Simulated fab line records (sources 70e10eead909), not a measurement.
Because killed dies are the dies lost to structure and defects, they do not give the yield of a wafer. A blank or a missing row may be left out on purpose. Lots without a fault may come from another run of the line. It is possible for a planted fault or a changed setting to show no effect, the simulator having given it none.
Struck lot and sound lot, side by side / flow nand harc / 14 steps out of a route of 1302
Sound: wafers L549.2, L549.4, L549.6. Struck: wafers L560.1, L560.3, L560.4. The cause is given at the end.
Order at every step that has rows: each side's tool, ch and its chambers, its first start. Under that, the readings that differ: sound wafers / struck wafers / difference of the means / sigmas: that difference in standard deviations of wafers without a fault.
alike: readings whose means differ by less than 2 such deviations, and words and numbers that are the same on both sides. not compared: withheld readings, readings that some wafer has no value for, bounds like >300 that may hide the same value, and numbers for which the record gives no deviation and whose values overlap.
Wherever a step has rows on one side only, a row that says differs or no value, or a row with sigmas, the two part there. Numbers that don't overlap but have no deviation are shown without sigmas and don't part them. Lack of a reading on every wafer of one side parts them only where that side has two or more wafers.

first, 2 steps without rows for these wafers: NHARC_A_SOURCE_PLATE_CVD_03 (deposits poly-Si, target thk 200 nm, time 4000 s); NHARC_A_SOURCE_PLATE_ANNEAL_05 (time 1800 s).
NHARC_A_SOURCE_PLATE_THK_MEAS_06: measures by ellipsometry.
  sound: film metro-02 at day 10 07:58; struck: film metro-02 at day 14 13:50
  alike: thk nm
NHARC_A_SOURCE_PLATE_INSPECT_08:
  sound: defect inspect-01 at day 10 08:04; struck: defect inspect-02 at day 14 13:54
  alike: raw defect count
following that, 1 step holds no rows for these wafers, namely NHARC_A_ONON_D1_DEP_00 (target thickness 1000 nm).
NHARC_A_ONON_D1_THK_MEAS_02: measures by ellipsometry.
  sound: film metro-02 at day 10 08:38; struck: film metro-02 at day 14 14:29
reading=thk nm (nm); sound=988 987 989; struck=1012 1014 1011; difference=+24; sigmas=+3
following that, 1 step holds no rows for these wafers, namely NHARC_A_ONON_D1_DEP_03 (target thickness 1000 nm).
NHARC_A_ONON_D1_THK_MEAS_05: measures by ellipsometry.
  sound: film metro-02 at day 10 09:12; struck: film metro-01 at day 14 15:02
  alike: thk nm
following that, 1 step holds no rows for these wafers, namely NHARC_A_ONON_D1_DEP_06 (target thickness 1000 nm).
NHARC_A_ONON_D1_THK_MEAS_08: measures by ellipsometry.
  sound: film metro-01 at day 10 09:46; struck: film metro-01 at day 14 15:37
reading=thk nm (nm); sound=1009 1011 1010; struck=985 986 986; difference=-24; sigmas=-2
NHARC_A_ONON_D1_DEP_09: target thk 1000 nm.
  sound on pecvd onon-03 ch 0, day 10 09:53; struck on pecvd onon-03 ch 0, day 14 15:40
NHARC_A_ONON_D1_THK_MEAS_11: measures by ellipsometry.
  sound: film metro-01 at day 10 10:20; struck: film metro-01 at day 14 16:11
reading=thk nm (nm); sound=991 991 991; struck=1670 1671 1672; difference=+680; sigmas=+49
following that, 1 step holds no rows for these wafers, namely NHARC_A_ONON_D1_DEP_12 (target thickness 1000 nm).
-- break in the record here, with 17 days between the starts of the struck wafers on either side (left off in module A_ONON_D1, picked up again in module END, where the first step shown is number 1302 on the route) --
NHARC_END_SORT_01:
  sound on prober-02 ch 0, day 26 06:42; struck on prober-01 ch 0, day 31 07:34
reading=killed at array; sound=49 42 67; struck=673 675 671; difference=+620; sigmas=+33
reading=killed dies; sound=50 47 69; struck=677 677 677; difference=+622; sigmas=+33
  alike: killed at other, killed at periphery, killed open, killed short

WHERE THEY PART
Earliest at NHARC_A_ONON_D1_THK_MEAS_02; latest, in this record, at NHARC_END_SORT_01.

WHY: whatever the simulator had introduced
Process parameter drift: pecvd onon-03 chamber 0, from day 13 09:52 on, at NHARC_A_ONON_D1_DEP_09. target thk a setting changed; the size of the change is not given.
